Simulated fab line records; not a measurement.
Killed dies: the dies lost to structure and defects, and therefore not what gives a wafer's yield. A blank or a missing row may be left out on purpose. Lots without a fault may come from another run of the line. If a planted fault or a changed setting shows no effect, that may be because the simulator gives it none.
A lot that was struck, set against a sound lot    flow nandHarc    14 steps out of a route of 1302
Sound: the wafers L676.2, L676.4, L676.6. Wafers struck: L693.1, L693.2, L693.3. The cause is named last.
At each step with rows: each side's tool, then ch and its chambers, then its first start. Under that, the readings that differ: sound wafers    struck wafers    difference of the means    sigmas: that difference in standard deviations of wafers without a fault.
alike: readings whose means differ by less than 2 such deviations, and words and numbers that are the same on both sides. not compared: withheld readings, readings that some wafer has no value for, bounds like >300 that may hide the same value, and numbers for which the record gives no deviation and whose values overlap.
A row with sigmas, a row that says differs or no value, or rows on one side alone: a step with any of these is where the two part. Non-overlapping numbers with no deviation appear without sigmas and do not part them. A reading that every wafer of one side lacks parts them only if that side has two wafers or more.

NHARC_P_M1_CD_MEAS_09: the cd target is 130 nm.
  sound on cdSem-01 ch 0, day 7 14:49; struck on cdSem-01 ch 0, day 14 21:42
  alike: cdNm
NHARC_P_M1_OVL_MEAS_10: pitch 260 nm.
  sound on overlay-01 at day 7 14:55; struck on overlay-01 at day 14 21:47
reading          sound           struck       difference  sigmas
overlayYNm (nm)  -1.4 -1.3 -1.3  2.5 1.8 1.7  +3.3        +4
  alike: overlayXNm
NHARC_P_M1_INSPECT_11:
  sound on defectInspect-01 at day 7 14:58; struck on defectInspect-01 at day 14 21:50
  alike: rawDefectCount
NHARC_P_M1_DESCUM_14: chemistry O2, time 3 s.
  sound on rieDiel-07 ch 0,1,3, day 7 15:01; struck on rieDiel-13 ch 0,2,3, day 14 21:53
  alike: drypumpMotorCurrentA, oesProductAu, rfVppV, showerheadPlenumPTorr, throttleValvePct
  not compared: rfHoursCounterH
then, 2 steps without rows for these wafers: NHARC_P_M1_ETCH_35 (etches the open film in N2/H2, target depth 40 nm, overetch 12 nm, time 43.94 s); NHARC_P_M1_ETCH_15 (etches the open film in C4F8/Ar, target depth 182.5 nm, time 91.2 s).
NHARC_P_M1_CD_MEAS_16:
  sound on cdSem-01 at day 7 15:20; struck on cdSem-01 at day 14 22:12
  alike: cdNm
NHARC_P_M1_STRIP_18: strips in N2/H2.
  sound on rieDiel-13 ch 0,2, day 7 15:26; struck on rieDiel-07 ch 0,1,2, day 14 22:16
reading                       sound           struck          difference  sigmas
rfVppV (V)                    92.8 90.5 92.8  88.7 90.1 89.9  -2.5        -2
showerheadPlenumPTorr (Torr)  2.10 2.11 2.10  1.93 1.91 1.89  -0.19       -2
  alike: drypumpMotorCurrentA, oesProductAu, throttleValvePct
  not compared: rfHoursCounterH
NHARC_P_M1_ETCH_28: etches the open film in CF4/N2, target depth 30 nm, time 72.99 s.
  sound: rieDiel-13 ch 1,3; struck: rieDiel-07 ch 0,1,2
  alike: drypumpMotorCurrentA, oesProductAu, rfVppV, showerheadPlenumPTorr, throttleValvePct
  not compared: rfHoursCounterH
then, 2 steps without rows for these wafers: NHARC_P_M1_STRIP_19 (strips in post etch residue remover, time 600 s); NHARC_P_M1_DEGAS_29 (time 60 s).
NHARC_P_M1_PRE_CLEAN_30: time 30 s.
  sound on pvdSputter-01; struck on pvdSputter-03
  alike: heaterPowerW, susceptorTempC
NHARC_P_M1_PVD_20: deposits TaN, target thk 5 nm, time 8.06 s.
  sound on pvdSputter-01 at day 7 16:16; struck on pvdSputter-03 at day 14 23:01
  no value came back on the struck wafers for biasV (V), cathodeDcPowerW (W), throttleValvePct (%); on the sound wafers biasV (V) reads 166.1 171.5 168.3
NHARC_P_M1_PVD_21: deposits Cu, target thk 30 nm, time 20.49 s.
  sound on pvdSputter-01; struck on pvdSputter-03
  alike: cathodeDcPowerW, chamberPressurePa, throttleValvePct

## WHERE THEY PART
At NHARC_P_M1_OVL_MEAS_10 first; at NHARC_P_M1_PVD_20 last (within this record only). Later steps at which nothing parts them and some readings are alike: NHARC_P_M1_PVD_21.

WHY: what had been put in by the simulator
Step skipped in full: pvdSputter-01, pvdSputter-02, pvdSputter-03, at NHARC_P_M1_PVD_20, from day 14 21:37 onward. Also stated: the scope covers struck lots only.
